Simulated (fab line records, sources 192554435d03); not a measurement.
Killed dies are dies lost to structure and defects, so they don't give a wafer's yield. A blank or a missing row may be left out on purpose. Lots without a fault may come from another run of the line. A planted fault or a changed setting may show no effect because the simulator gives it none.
Chamber matching | flow n5_finfet | N5_DUMMY_GATE_CMP_04 on cmp-04: 4 sister chambers
The step polishes a-Si. 4 wafers are shown with their chamber, then 11 later ones without.

WAFERS WITH THEIR CHAMBER
wafer  | chamber | motor_current_A (A)
L087.1 | 0       | 9.1
L090.3 | 1       | 9.9
L090.6 | 2       | 10.0
L092.2 | 3       | 10.5

WAFERS WITHOUT THEIR CHAMBER
wafer  | motor_current_A (A)
L092.3 | 10.6
L092.4 | 8.9
L093.4 | 10.5
L093.5 | 9.9
L093.6 | 10.6
L094.1 | 9.7
L094.3 | 10.6
L094.5 | 9.8
L095.3 | 9.9
L095.4 | 10.5
L095.5 | 10.5

WHICH CHAMBER EACH WENT THROUGH
wafer  | from the rows above     | in truth
L092.3 | 3                       | 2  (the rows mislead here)
L092.4 | 0                       | 0
L093.4 | 3                       | 3
L093.5 | can't be placed: 1 or 2 | 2
L093.6 | 3                       | 3
L094.1 | can't be placed: 1 or 2 | 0
L094.3 | 3                       | 3
L094.5 | can't be placed: 1 or 2 | 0
L095.3 | can't be placed: 1 or 2 | 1
L095.4 | 3                       | 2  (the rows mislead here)
L095.5 | 3                       | 3
Placed correctly: 5 of 11. Can't be placed from these rows: 4 (the true chamber is among the candidates in 2). Placed wrongly: 2.
How it was worked out, from the rows above alone: a wafer's distance from a chamber is the root of the sum, over the readings, of the square of ((its reading less the chamber's mean) divided by the reading's scatter). The wafer belongs to the nearest chamber; if the next one is less than 2 further off, it can't be placed. A chamber's mean is the mean of its shown wafers. The scatter: with one shown wafer a chamber, the root of the mean of the squares of how far each hidden wafer lies from its nearest shown one.
